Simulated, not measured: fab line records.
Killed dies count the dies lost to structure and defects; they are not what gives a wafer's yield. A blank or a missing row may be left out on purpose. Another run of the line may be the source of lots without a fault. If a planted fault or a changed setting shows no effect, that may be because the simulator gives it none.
Struck lot and sound lot, side by side -- flow n5_finfet -- 15 steps out of a route of 1938
Sound: the wafers L784.1, L784.4, L784.5. Struck: wafer L788.4 (L788.1, L788.6, from the same lot, were not struck and are left out); the cause is given at the end.
For every step that has rows: the tool of each side, followed by ch and its chambers, followed by its first start. Under that, the readings that differ: sound wafers -- struck wafers -- difference of the means -- sigmas: that difference in standard deviations of wafers without a fault.
alike: a reading whose means differ by less than 2 such deviations, as well as words and numbers matching on both sides. not compared: withheld readings; readings where some wafer has no value; bounds like >300 that might hide an equal value; numbers whose values overlap and for which the record gives no deviation.
A row with sigmas, a row that says differs or no value, or rows on one side alone: a step with any of these is where the two part. When numbers do not overlap yet have no deviation, they are printed without sigmas and do not part them. A reading missing from all wafers of one side parts the sides only when that side holds two or more wafers.

first, 1 step without rows for these wafers: N5_BEOL_M2_ETCH_41 (etches SiCN in CH3F/O2, target depth 29.9 nm, time 52.5 s).
N5_BEOL_M2_STRIP_97: strips in N2/H2, time 10 s.
  sound: rie_diel-02 ch 1,2,3; struck: rie_diel-02 ch 0
  alike: drypump_motor_current_A, h2_flow_sccm, oes_product_au, rf_vpp_V, showerhead_plenum_p_Torr, throttle_valve_pct
  not compared: rf_hours_counter_h
N5_BEOL_M2_OCD_MEAS_38:
  struck on ocd-02, day 9 20:43; sound on ocd-01, day 8 18:48
  alike: trench_depth_nm
then, 4 steps without rows for these wafers: N5_BEOL_M2_HM_STRIP_39 (strips TiN in peroxide tin strip, target depth 25 nm, time 158 s); N5_BEOL_M2_SRD_40 (time 30 s); N5_BEOL_M2_PRECLEAN_42 (cleans in residue remover, time 60 s); N5_BEOL_M2_SRD_43 (time 30 s).
N5_BEOL_M2_CD_MEAS_35: target cd 18 nm, target cd y 22.2 nm.
  struck on cd_sem-03, day 9 20:52; sound on cd_sem-02, day 8 18:58
  alike: cd_nm
N5_BEOL_M2_DEGAS_44: time 60 s.
  struck on pvd_sputter-03, day 9 22:20; sound on pvd_sputter-03, day 8 19:43
  alike: heater_power_w
N5_BEOL_M2_PRE_CLEAN_45: time 30 s.
  struck on pvd_sputter-03, day 9 22:23; sound on pvd_sputter-03, day 8 19:46
  alike: heater_power_w
N5_BEOL_M2_ALD_84: deposits TaN, pulse time 2 s, purge time 3 s, co reactant purge time 2 s.
  sound on ald_metal-01 ch 1,2,3, day 8 19:51; struck on ald_metal-01 ch 3, day 9 22:30
  alike: heater_power_w
N5_BEOL_M2_SURFACE_TREAT_85:
  struck on pvd_sputter-03, day 9 22:46; sound on pvd_sputter-03, day 8 20:09
  not compared: throttle_valve_pct
N5_BEOL_M2_CVD_47: deposits Co from CCTBA/H2, target thk 3 nm, time 223.8 s.
  sound on cvd_co-02 ch 0,1,2, day 8 20:17; struck on cvd_co-01 ch 2, day 9 22:50
reading,sound,struck,difference,sigmas
run_length_s (s),247.3 247.0 246.5,407.6,+160.7,+99 or more
then, 1 step without rows for these wafers: N5_BEOL_M2_SPUTTER_48 (material Cu, target thk 4.5 nm, time 8.29 s).
N5_BEOL_M4_RC_MEAS_101:
  sound on prober-01 ch 0, day 10 01:48; struck on prober-02 ch 0, day 10 20:55
  alike: DIBL_N, DIBL_P, IOFF_N, IOFF_P, ION_N, ION_P, SS_N, SS_P, VT_N, VT_P

## WHERE THEY PART
Within this record, at N5_BEOL_M2_CVD_47 only. Later steps at which nothing parts them and some readings are alike: N5_BEOL_M4_RC_MEAS_101.

WHY: what had been put in by the simulator
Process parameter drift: cvd_co-01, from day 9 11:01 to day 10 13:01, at N5_BEOL_M2_CVD_47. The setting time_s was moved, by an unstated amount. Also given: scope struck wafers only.
